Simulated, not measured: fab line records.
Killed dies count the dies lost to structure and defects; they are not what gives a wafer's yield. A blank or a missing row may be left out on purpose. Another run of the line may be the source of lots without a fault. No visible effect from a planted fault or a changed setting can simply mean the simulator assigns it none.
Matching of chambers ; flow nandHarc ; 4 sister chambers for NHARC_A_WL_FILL_CMP_12 on cmp-02
The step polishes, t overpolish 30 s, target thk 75 nm. 14 wafers are shown with their chamber, then 7 later ones without.

## WAFERS PAIRED WITH THEIR CHAMBERS
wafer;chamber;motorCurrentA (A);timeToEndpointS (s);overpolishRunS (s)
L077.2;3;12.4;15.4;29.996
L077.3;1;13.5;13.9;29.998
L077.6;1;14.2;12.5;30.007
L083.1;3;13.5;12.5;30.009
L083.2;1;13.7;15.1;29.997
L083.6;1;13.6;12.2;30.010
L086.2;0;13.1;17.8;30.005
L086.3;1;13.8;17.4;29.999
L086.5;3;12.7;15.9;29.995
L088.2;2;10.6;16.2;30.002
L088.4;0;12.0;13.9;30.000
L088.5;3;12.1;15.6;29.990
L091.4;1;13.6;14.0;30.003
L091.5;2;11.1;17.3;29.997

SIGNATURES (means of the wafers above)
reading;chamber 0;chamber 1;chamber 2;chamber 3;scatter within a chamber
motorCurrentA;12.550;13.733;10.850;12.675;0.462
timeToEndpointS;15.850;14.183;16.750;14.850;1.84
overpolishRunS;30.00250;30.00233;29.99950;29.99750;0.00601
Rule: for a wafer and a chamber, the distance is found by dividing, reading by reading, the gap between the wafer's reading and the chamber's mean by the reading's scatter, squaring, summing and taking the root. The wafer belongs to the nearest chamber; if the next one is less than 2 further off, it can't be placed. The scatter: take each reading less its chamber's mean, square it, sum over the shown wafers, divide by the number of wafers less the number of chambers, and take the root.

## WAFERS WHOSE CHAMBER IS MISSING
wafer;motorCurrentA (A);timeToEndpointS (s);overpolishRunS (s)
L091.6;13.7;11.9;30.003
L097.1;12.8;17.2;29.990
L097.3;13.0;14.1;30.004
L097.6;11.3;18.5;29.998
L096.1;10.4;14.1;29.986
L096.2;12.7;17.7;30.000
L096.4;13.0;14.4;29.995

## CHAMBER TAKEN BY EACH
wafer;from the rows above;in truth
L091.6;can't be placed: 1 or 3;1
L097.1;can't be placed: 3 or 0 or 1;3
L097.3;can't be placed: 3 or 0 or 1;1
L097.6;can't be placed: 2 or 0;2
L096.1;2;2
L096.2;can't be placed: 0 or 3 or 1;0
L096.4;can't be placed: 3 or 0 or 1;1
Correctly placed: 1 of 7. Unplaceable from these rows: 6, with the true chamber sitting among the candidates in 6. Number placed wrongly: 0.
